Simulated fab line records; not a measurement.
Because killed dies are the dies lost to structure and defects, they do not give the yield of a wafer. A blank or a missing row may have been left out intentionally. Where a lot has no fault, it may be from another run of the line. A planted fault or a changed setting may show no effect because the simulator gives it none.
fab line records	flow nandHarc	part 1 of 2: steps 1 to 4 of 6
record lots=24	wafers=72	lastDay=25
route steps=1159 shown A_WL_FILL@813 A_CONTACT@859
lots that met no fault: taken from a fault-free run of the same line
startH: start of the lot's first displayed wafer, in hours after the record's first day	waitH: hours from the lot's prior step to this one	" the same as in the row above	L1.1+2: a row that stands for several wafers	- no value present, or no start provided	* or withheld: withheld	< > ~ a bound
route shown NAME@n: a module of which the file shows steps, and the number in the route of the first	usual: mean/standard deviation taken from wafers without a fault	same: alike in all rows	chamber/n: place in a boat	sites: per-site readings	_std_site: the values' standard deviation	_edge_site: outer sites' mean less inner sites'	radiusMm: how far each site lies from the wafer's centre	mask NAME#n: copy n	behind: tool/chamber where the wafer was last shaped	hold: reason for holding the lot/hours on hold/outcome of the hold	device: which transistor (n, p or np) failed to switch	end of line: tests run on the same wafers once the route is complete	a step given without rows: its recipe and nothing more	killed: dies that structure and defects cost at the first sort, which is not the same as the wafer's yield	map: dies across one wafer; x = killed, . = not, _ = none there
set.NAME: setting as actually run; set.NAME@STEP: the setting as run at that earlier step	model.NAME: the simulator's own value behind a step, which no gauge read
one table for each step of the route and one row for each wafer, over a sample of lots
services: the hour from which a tool's chamber was out of use, counted from the record's first day as startH (under 0 if before that day), plus the number of hours and why
## steps
# step NHARC_A_WL_FILL_CVD_03
# recipe targetThkA=400	tempC=300	pressureTorr=40	wf6FlowSccm=40	h2FlowSccm=1600	arFlowSccm=1560	timeS=3302	material=W
# usual heaterPowerW=503/42	throttleValvePct=7.78/0.22
lot.wafer	tool	chamber	startH	waitH	heaterPowerW	throttleValvePct
L074.1	cvdW-02	0	328.83	8.2	547	7.38
L074.3	"	1	"	"	460	7.97
L074.6	"	1	"	"	462	7.74
L075.2	cvdW-02	1	344.48	2.6	450	7.86
L075.3	"	1	"	"	460	8.11
L075.5	"	0	"	"	536	7.92
L077.3	cvdW-01	0	346.93	5.0	540	7.60
L077.4	"	0	"	"	537	7.54
L077.6	"	0	349.74	7.9	540	7.80
L076.2	cvdW-01	0	351.63	9.6	546	7.53
L076.4	"	0	353.51	11.5	548	7.59
L076.6	"	0	355.40	13.4	544	7.58
L079.2	cvdW-02	1	361.50	2.8	450	7.98
L079.4	"	0	"	"	522	7.75
L079.3	"	1	"	"	458	8.10
L078.2	cvdW-01	0	362.48	3.6	545	7.63
L078.4	"	0	364.37	5.5	551	7.46
L078.5	"	0	"	"	531	7.43
L080.2	cvdW-02	1	378.12	0.4	449	7.92
L080.3	"	1	"	"	450	7.86
L080.5	"	1	"	"	449	7.99
L081.1	cvdW-01	0	378.23	0.4	543	7.39
L081.3	"	0	380.08	2.2	549	7.46
L081.5	"	0	381.94	4.1	542	7.24
L082.1	cvdW-02	0	398.74	7.3	527	7.86
L082.3	"	1	"	"	470	8.15
L082.5	"	0	400.64	9.2	495	7.82
L084.4	cvdW-01	1	398.90	7.8	445	7.84
L084.3	"	0	"	"	547	7.43
L084.6	"	0	"	"	542	7.50
L083.1	cvdW-02	0	401.12	6.6	510	7.85
L083.3	"	1	402.55	8.1	476	8.16
L083.6	"	1	"	"	474	8.14
L085.1	cvdW-01	1	408.49	4.4	445	7.91
L085.2	"	0	"	"	538	7.52
L085.4	"	0	"	"	543	7.82
L087.2	cvdW-02	1	421.71	2.9	467	7.78
L087.3	"	1	"	"	468	7.88
L087.5	"	1	"	"	482	7.98
L086.1	cvdW-01	0	422.21	3.2	553	7.65
L086.3	"	1	"	"	448	7.92
L086.6	"	1	"	"	435	7.75
L088.2	cvdW-02	1	424.55	5.5	470	7.78
L088.4	"	0	425.98	6.9	512	7.94
L088.5	"	0	"	"	511	7.98
L092.1	cvdW-01	1	425.75	2.4	432	7.76
L092.3	"	0	"	"	552	7.48
L092.4	"	1	"	"	440	7.94
L089.1	cvdW-02	1	427.41	3.9	485	8.01
L089.3	"	0	428.83	5.3	509	7.75
L089.6	"	0	"	"	520	7.96
L090.2	cvdW-01	1	428.54	5.0	443	7.87
L090.5	"	0	429.95	6.4	553	7.63
L090.6	"	1	"	"	443	7.76
L091.1	cvdW-02	1	436.21	0.1	467	7.89
L091.3	"	0	437.63	1.5	509	8.22
L091.6	"	1	"	"	479	7.92
L094.2	cvdW-02	1	458.92	5.1	478	7.88
L094.1	"	0	"	"	508	7.74
L094.4	"	1	"	"	481	7.94
L093.1	cvdW-01	0	458.96	5.1	557	7.66
L093.6	"	1	460.37	6.5	445	7.79
L093.5	"	0	"	"	542	7.57
L095.1	cvdW-01	1	461.30	7.2	450	7.83
L095.3	"	1	"	"	443	7.72
L095.4	"	0	"	"	540	7.99
L097.2	cvdW-01	0	467.43	0.1	558	7.86
L097.4	"	0	"	"	557	7.69
L097.5	"	1	469.77	2.4	424	8.01
L096.2	cvdW-01	1	476.84	2.6	459	7.90
L096.5	"	1	478.72	4.5	434	7.90
L096.6	"	0	"	"	556	7.77
# step NHARC_A_WL_FILL_ETCHBACK_04
# recipe targetDepthA=600	timeS=120	chemistry=NF3
# usual drypumpMotorCurrentA=6.0/0.3	oesProductAu=0.999/0.013
lot.wafer	tool	chamber	startH	waitH	drypumpMotorCurrentA	oesProductAu	rfHoursCounterH
L074.1	rieMetal-01	0	331.70	2.4	6.6	0.988	4.7
L074.3	"	1	"	"	6.0	1.014	-
L074.6	"	1	"	"	6.0	1.007	-
L075.2	rieMetal-01	0	347.42	2.5	6.5	0.994	-
L075.3	"	0	"	"	6.6	0.989	-
L075.5	"	0	"	"	6.5	0.991	-
L077.4	rieMetal-02	1	351.24	2.4	5.7	0.998	-
L077.3	"	0	"	"	5.6	0.963	-
L077.6	"	1	"	"	5.7	1.005	-
L076.2	rieMetal-03	0	356.88	4.3	5.9	1.009	1.5
L076.4	"	1	"	"	6.2	1.017	-
L076.6	"	0	"	"	5.9	1.004	-
L079.2	rieMetal-02	0	364.37	2.4	5.6	0.970	4.0
L079.4	"	1	"	"	5.7	1.004	-
L079.3	"	0	"	"	5.6	0.962	-
L078.2	rieMetal-01	1	367.74	4.3	5.9	1.005	0.3
L078.4	"	1	"	"	5.9	1.025	-
L078.5	"	0	"	"	6.5	0.988	-
L080.2	rieMetal-02	0	381.53	2.9	5.6	0.968	4.7
L080.3	"	1	"	"	5.7	1.009	-
L080.5	"	0	"	"	5.6	0.969	-
L081.1	rieMetal-03	1	384.30	5.1	6.2	1.021	1.8
L081.3	"	0	"	"	5.9	1.014	-
L081.5	"	0	"	"	5.9	1.012	-
L084.3	rieMetal-03	0	401.33	1.5	5.9	1.018	-
L084.4	"	1	"	"	6.2	1.006	-
L084.6	"	0	"	"	5.9	1.011	-
L082.1	rieMetal-01	1	401.60	2.4	6.0	1.008	0.8
L082.3	"	1	"	"	5.9	1.000	-
L082.5	"	1	"	"	6.0	1.011	-
L083.1	rieMetal-03	0	404.50	2.9	5.9	1.002	3.6
L083.3	"	0	"	"	5.9	1.004	-
L083.6	"	1	"	"	6.2	1.008	-
L085.2	rieMetal-03	0	411.83	2.4	5.9	0.990	3.8
L085.1	"	1	"	"	6.2	1.007	2.8
L085.4	"	0	"	"	5.9	0.997	-
L087.2	rieMetal-01	1	425.07	2.9	5.9	0.991	1.3
L087.3	"	1	"	"	5.9	0.989	-
L087.5	"	1	"	"	5.9	1.008	-
L086.1	rieMetal-03	1	425.10	2.4	6.2	1.018	3.0
L086.3	"	1	"	"	6.2	1.016	-
L086.6	"	0	"	"	5.9	1.011	-
L088.2	rieMetal-02	1	427.90	2.9	5.7	1.012	0.7
L088.4	"	0	"	"	5.6	0.983	-
L088.5	"	0	"	"	5.7	0.986	-
L092.1	rieMetal-01	0	428.61	2.4	6.5	0.993	3.3
L092.3	"	1	"	"	5.9	0.996	-
L092.4	"	0	"	"	6.5	0.994	-
L089.1	rieMetal-03	0	430.76	2.9	5.9	0.994	4.3
L089.3	"	1	"	"	6.2	0.999	-
L089.6	"	0	"	"	5.9	0.990	-
L090.2	rieMetal-02	0	431.41	2.4	5.6	0.982	1.0
L090.5	"	1	"	"	5.7	0.999	-
L090.6	"	0	"	"	5.6	0.984	-
L091.1	rieMetal-02	0	439.57	2.9	5.6	0.981	1.3
L091.3	"	0	"	"	5.6	0.986	-
L091.6	"	0	"	"	5.6	0.979	-
L093.1	rieMetal-01	0	461.79	2.4	6.5	1.006	4.3
L093.5	"	0	"	"	6.5	0.999	-
L093.6	"	1	"	"	5.9	1.002	-
L094.1	rieMetal-02	1	462.21	2.4	5.7	1.010	1.8
L094.2	"	0	"	"	5.7	0.997	1.9
L094.4	"	1	"	"	5.7	1.017	-
L095.1	rieMetal-03	0	464.62	2.8	5.9	1.004	0.0
L095.3	"	0	"	"	5.9	1.007	-
L095.4	"	1	"	"	6.2	1.004	-
L097.2	rieMetal-01	0	470.75	2.9	6.5	0.993	4.8
L097.4	"	0	"	"	6.5	0.994	-
L097.5	"	1	"	"	5.9	1.009	-
L096.2	rieMetal-02	0	480.16	2.8	5.6	0.992	2.6
L096.6	"	0	"	"	5.6	0.992	-
L096.5	"	1	"	"	5.7	1.004	-
# step NHARC_A_WL_FILL_STRIP_27
# recipe powerW=1500	tempC=250	timeS=20	chemistry=N2/H2
# usual drypumpMotorCurrentA=5.6/0.32	heaterPowerW=316/20	tempC=250.01/0.21
lot.wafer	tool	chamber	startH	waitH	drypumpMotorCurrentA	heaterPowerW	rfHoursCounterH	tempC
L074.1	plasmaAsher-01	0	332.05	0.1	5.3	341	13	249.77
L074.3	"	0	"	"	5.3	347	-	249.98
L074.6	"	0	"	"	5.3	352	-	249.76
L075.2	plasmaAsher-01	1	348.03	0.2	6.1	313	18	250.30
L075.3	"	1	"	"	6.1	321	-	250.23
L075.5	"	0	"	"	5.4	346	-	249.99
L077.4	plasmaAsher-02	0	351.59	0.1	5.3	344	-	250.08
L077.3	"	1	"	"	5.6	295	-	250.06
L077.6	"	0	"	"	5.2	335	-	250.39
L076.2	plasmaAsher-02	1	357.23	0.1	5.6	291	54	249.62
L076.4	"	1	"	"	5.7	290	-	249.60
L076.6	"	1	"	"	5.6	287	-	249.77
L079.2	plasmaAsher-01	1	366.06	1.5	6.1	319	26	250.33
L079.3	"	0	"	"	5.4	346	-	250.56
L079.4	"	1	"	"	6.1	319	-	250.14
L078.2	plasmaAsher-01	1	368.42	0.4	6.1	320	28	249.76
L078.4	"	1	"	"	6.1	317	-	250.07
L078.5	"	1	"	"	6.1	312	-	250.10
L080.2	plasmaAsher-02	1	381.90	0.1	5.6	293	5	250.53
L080.3	"	0	"	"	5.2	316	-	249.59
L080.5	"	1	"	"	5.7	297	-	250.11
L081.1	plasmaAsher-02	1	384.83	0.3	5.6	301	5	249.76
L081.3	"	1	"	"	5.7	298	-	249.79
L081.5	"	0	"	"	5.3	316	-	249.94
L084.4	plasmaAsher-02	0	401.68	0.1	5.3	317	-	250.01
L084.3	"	1	"	"	5.6	298	-	249.89
L084.6	"	1	"	"	5.7	293	-	249.88
L082.1	plasmaAsher-02	1	402.00	0.1	5.6	307	13	250.04
L082.3	"	0	"	"	5.3	317	-	250.08
L082.5	"	0	"	"	5.3	308	-	250.37
L083.1	plasmaAsher-02	0	404.88	0.1	5.3	317	15	250.26
L083.3	"	0	"	"	5.3	315	-	249.91
L083.6	"	1	"	"	5.7	289	-	249.86
L085.2	plasmaAsher-01	1	412.21	0.1	6.1	310	45	250.21
L085.1	"	0	"	"	5.3	340	45	249.74
L085.4	"	0	"	"	5.4	350	-	249.73
L087.2	plasmaAsher-02	0	425.42	0.1	5.3	315	19	250.02
L087.3	"	0	"	"	5.3	310	-	249.80
L087.5	"	0	"	"	5.3	322	-	249.94
L086.1	plasmaAsher-01	0	425.47	0.2	5.3	346	49	249.80
L086.3	"	0	"	"	5.3	348	-	249.53
L086.6	"	1	"	"	6.1	328	-	249.98
L088.2	plasmaAsher-02	1	428.31	0.2	5.7	295	20	249.98
L088.4	"	0	"	"	5.3	310	-	249.96
L088.5	"	0	"	"	5.3	303	-	250.24
L092.1	plasmaAsher-02	0	428.99	0.1	5.3	321	20	250.30
L092.4	"	1	"	"	5.7	296	-	250.15
L092.3	"	0	"	"	5.3	314	-	250.24
L089.1	plasmaAsher-02	1	431.11	0.1	5.7	301	21	250.06
L089.3	"	0	"	"	5.3	310	-	250.07
L089.6	"	0	"	"	5.3	317	-	250.16
L090.2	plasmaAsher-01	0	431.76	0.1	5.3	351	51	249.84
L090.6	"	0	"	"	5.3	344	-	250.03
L090.5	"	1	"	"	6.1	321	-	249.80
L091.1	plasmaAsher-02	1	439.91	0.1	5.7	303	22	250.00
L091.3	"	1	"	"	5.7	301	-	250.34
L091.6	"	0	"	"	5.3	311	-	250.12
L093.1	plasmaAsher-01	0	462.19	0.1	5.4	340	0	250.05
L093.6	"	1	"	"	6.1	293	-	250.40
L093.5	"	0	"	"	5.4	344	-	249.86
L094.1	plasmaAsher-02	0	462.60	0.1	5.3	310	33	250.38
L094.2	"	1	"	"	5.6	303	33	249.79
L094.4	"	1	"	"	5.6	288	-	250.08
L095.1	plasmaAsher-01	0	465.00	0.1	5.4	344	1	249.98
L095.3	"	0	"	"	5.4	340	-	249.91
L095.4	"	1	"	"	6.1	303	-	249.83
L097.2	plasmaAsher-01	0	471.12	0.1	5.4	343	5	250.14
L097.4	"	0	"	"	5.4	342	-	250.20
L097.5	"	1	"	"	6.1	295	-	249.59
L096.2	plasmaAsher-02	1	480.55	0.1	5.6	289	39	249.93
L096.6	"	1	"	"	5.6	289	-	249.93
L096.5	"	0	"	"	5.3	313	-	249.90
# step NHARC_A_CONTACT_ETCH_49
# recipe targetDepthA=2600	overEtchFrac=0.3	timeS=475.3	ionEnergyEv=200	n2FlowSccm=150	h2FlowSccm=150	arFlowSccm=0	rfW=400	biasW=150	chemistry=N2/H2
# usual drypumpMotorCurrentA=5.9/0.39	oesProductAu=0.999/0.016	rfFwdPowerW=399.5/1.1	rfVppV=430.8/2.5	showerheadPlenumPTorr=2.05/0.085	throttleValvePct=14.172/0.0088
lot.wafer	tool	chamber	startH	waitH	drypumpMotorCurrentA	oesProductAu	rfFwdPowerW	rfHoursCounterH	rfVppV	showerheadPlenumPTorr	throttleValvePct
L074.1	rieDiel-10	1	-	-	5.8	1.020	400.2	1	431.3	2.06	14.175
L074.3	"	0	"	"	6.1	1.005	399.2	1	430.9	2.01	14.165
L074.6	"	2	"	"	6.6	1.004	401.0	-	433.9	2.19	14.182
L075.2	rieDiel-07	1	-	-	6.2	0.998	398.4	23	429.7	2.00	14.172
L075.3	"	2	"	"	5.5	0.993	398.8	24	427.4	1.92	14.179
L075.5	"	0	"	"	6.3	0.983	397.4	-	433.1	2.13	14.159
L077.3	rieDiel-07	0	-	-	6.3	0.992	400.3	25	434.0	2.13	14.162
L077.4	"	1	"	"	6.2	1.006	399.3	25	428.4	1.99	14.169
L077.6	"	2	"	"	5.5	0.996	400.0	-	426.4	1.91	14.170
L076.2	rieDiel-07	2	-	-	5.5	1.001	399.8	27	426.5	1.91	14.164
L076.4	"	0	"	"	6.3	0.984	400.1	26	431.8	2.13	14.180
L076.6	"	2	"	"	5.5	0.988	400.4	-	426.5	1.91	14.165
L079.2	rieDiel-07	3	-	-	6.0	0.978	401.5	30	430.4	2.05	14.160
L079.3	"	1	"	"	6.2	1.013	399.6	29	428.8	1.99	14.175
L079.4	"	2	"	"	5.5	0.990	399.3	-	427.1	1.91	14.172
L078.2	rieDiel-09	0	-	-	5.9	0.982	400.3	51	431.4	2.08	14.171
L078.4	"	1	"	"	5.8	0.997	400.4	53	430.7	2.04	14.176
L078.5	"	2	"	"	5.8	1.000	398.4	-	434.2	2.18	14.166
L080.2	rieDiel-09	0	-	-	5.9	0.974	400.7	53	430.7	2.08	14.174
L080.3	"	1	"	"	5.7	1.001	400.2	55	431.1	2.04	14.164
L080.5	"	3	"	"	5.1	1.019	399.5	-	430.5	2.13	14.188
L081.3	rieDiel-07	1	-	-	6.2	1.004	399.1	0	428.9	1.99	14.166
L081.1	"	2	"	"	5.5	1.008	398.8	0	426.9	1.91	14.172
L081.5	"	3	"	"	6.0	1.004	398.6	-	430.6	2.05	14.178
L082.3	rieDiel-07	2	-	-	5.5	1.005	400.1	3	426.8	1.91	14.188
L082.1	"	1	"	"	6.2	1.018	398.9	2	428.4	1.99	14.161
L082.5	"	2	"	"	5.5	1.015	399.6	-	426.9	1.91	14.176
L084.3	rieDiel-07	1	-	-	6.2	1.015	399.9	3	429.6	1.99	14.178
L084.4	"	0	"	"	6.3	0.984	400.3	3	432.5	2.12	14.170
L084.6	"	1	"	"	6.2	1.001	400.9	-	429.4	1.99	14.175
L083.1	rieDiel-09	2	-	-	5.8	0.982	397.6	3	434.0	2.17	14.171
L083.3	"	3	"	"	5.1	1.018	400.0	2	432.8	2.13	14.172
L083.6	"	1	"	"	5.8	0.961	400.3	-	430.4	2.04	14.176
L085.2	rieDiel-07	2	-	-	5.5	1.007	399.3	5	428.7	1.91	14.162
L085.1	"	3	"	"	6.0	1.023	400.2	6	430.8	2.05	14.176
L085.4	"	0	"	"	6.3	0.984	399.7	5	432.6	2.12	14.164
L086.1	rieDiel-07	1	-	-	6.2	1.009	401.2	6	427.3	1.99	14.152
L086.3	"	2	"	"	5.5	1.018	401.4	6	425.8	1.91	14.183
L086.6	"	3	"	"	6.0	1.007	399.6	-	431.4	2.05	14.166
L087.2	rieDiel-09	1	-	-	5.7	0.975	398.8	4	429.7	2.04	14.178
L087.3	"	2	"	"	5.8	0.995	399.3	5	434.0	2.17	14.153
L087.5	"	1	"	"	5.7	0.969	399.5	-	430.9	2.04	14.169
L092.3	rieDiel-07	0	-	-	6.3	0.985	397.9	7	432.8	2.12	14.186
L092.1	"	1	"	"	6.2	1.022	400.6	7	429.5	1.99	14.180
L092.4	"	3	"	"	6.0	0.999	401.5	8	429.5	2.05	14.186
L090.2	rieDiel-10	1	-	-	5.8	1.012	399.0	34	431.2	2.05	14.167
L090.6	"	2	"	"	6.6	1.000	400.1	-	433.8	2.18	14.168
L090.5	"	3	"	"	5.0	0.970	398.0	-	433.8	2.18	14.165
L089.3	rieDiel-10	2	-	-	6.6	1.000	398.8	36	433.3	2.18	14.161
L089.1	"	3	"	"	5.0	0.987	397.0	37	434.8	2.18	14.177
L089.6	"	1	"	"	5.8	1.026	400.1	-	431.4	2.05	14.169
L088.2	rieDiel-07	0	-	-	6.3	0.974	400.0	9	432.1	2.12	14.172
L088.4	"	2	"	"	5.5	1.032	399.4	9	425.7	1.91	14.173
L088.5	"	1	"	"	6.2	1.013	400.6	-	429.4	1.99	14.168
L091.1	rieDiel-07	2	-	-	5.5	1.025	397.4	12	426.6	1.91	14.174
L091.3	"	3	"	"	6.0	0.997	398.7	13	431.6	2.05	14.180
L091.6	"	1	"	"	6.2	1.008	396.8	-	429.6	1.99	14.181
L093.1	rieDiel-09	1	-	-	5.8	0.963	399.7	18	429.8	2.03	14.174
L093.6	"	1	"	"	5.8	0.971	399.5	-	430.5	2.03	14.152
L093.5	"	2	"	"	5.8	0.986	399.1	-	435.1	2.17	14.171
L094.4	rieDiel-07	1	-	-	6.2	1.010	399.7	15	428.8	1.99	14.178
L094.2	"	2	"	"	5.5	1.037	400.7	15	428.6	1.91	14.185
L094.1	"	3	"	"	6.0	1.005	398.2	16	430.8	2.04	14.163
L095.1	rieDiel-07	1	-	-	6.2	1.005	400.1	15	428.9	1.99	14.171
L095.3	"	2	"	"	5.5	1.029	400.2	16	427.9	1.91	14.166
L095.4	"	3	"	"	6.0	0.985	398.6	17	430.2	2.04	14.179
L097.4	rieDiel-10	1	-	-	5.8	1.005	400.5	46	429.9	2.04	14.179
L097.2	"	3	"	"	5.0	0.978	399.2	51	433.1	2.17	14.177
L097.5	"	1	"	"	5.8	1.012	400.6	-	430.7	2.04	14.174
L096.2	rieDiel-09	1	-	-	5.8	0.974	399.9	26	428.8	2.03	14.176
L096.5	"	1	"	"	5.8	0.970	399.5	-	429.4	2.03	14.173
L096.6	"	2	"	"	5.8	0.980	397.3	-	435.1	2.16	14.170
